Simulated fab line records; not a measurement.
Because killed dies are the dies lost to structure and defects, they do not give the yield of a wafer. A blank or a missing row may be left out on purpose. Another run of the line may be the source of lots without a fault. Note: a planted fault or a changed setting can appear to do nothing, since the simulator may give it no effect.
Matching of chambers | flow nand harc | 4 sister chambers for NHARC_A_CHANNEL_FILL_D2_ETCHBACK_19 on rie si-01
The step etches the open film in HBr/Cl2, target depth 5 nm, time 1.7 s. 4 wafers are shown with their chamber, then 7 later ones without.

== WAFERS, EACH WITH ITS CHAMBER ==
wafer  | chamber | oes product au (a.u.)
L084.1 | 3       | 0.988
L084.3 | 2       | 0.989
L086.1 | 1       | 0.999
L086.2 | 0       | 0.987

== WAFERS WITHOUT THEIR CHAMBER ==
wafer  | oes product au (a.u.)
L086.6 | 0.990
L090.2 | 1.000
L090.5 | 0.981
L090.6 | 1.015
L092.4 | 0.993
L092.5 | 0.998
L092.6 | 0.991

== CHAMBER TAKEN BY EACH ==
wafer  | from the rows above               | in truth
L086.6 | can't be placed: 2 or 3 or 0 or 1 | 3
L090.2 | can't be placed: 1 or 2 or 3 or 0 | 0
L090.5 | can't be placed: 0 or 3 or 2 or 1 | 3
L090.6 | can't be placed: 1 or 2 or 3 or 0 | 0
L092.4 | can't be placed: 2 or 3 or 0 or 1 | 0
L092.5 | can't be placed: 1 or 2 or 3 or 0 | 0
L092.6 | can't be placed: 2 or 3 or 0 or 1 | 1
Correctly placed: 0 of 7. Not placeable from these rows: 7 (in 7, the candidates include the true chamber). Number placed wrongly: 0.
How it was worked out, from the rows above alone: a wafer's distance from a chamber is the root of the sum, over the readings, of the square of ((its reading less the chamber's mean) divided by the reading's scatter). The wafer belongs to the nearest chamber; if the next one is less than 2 further off, it can't be placed. A chamber's mean is the mean of its shown wafers. The scatter: with one shown wafer a chamber, the root of the mean of the squares of how far each hidden wafer lies from its nearest shown one.
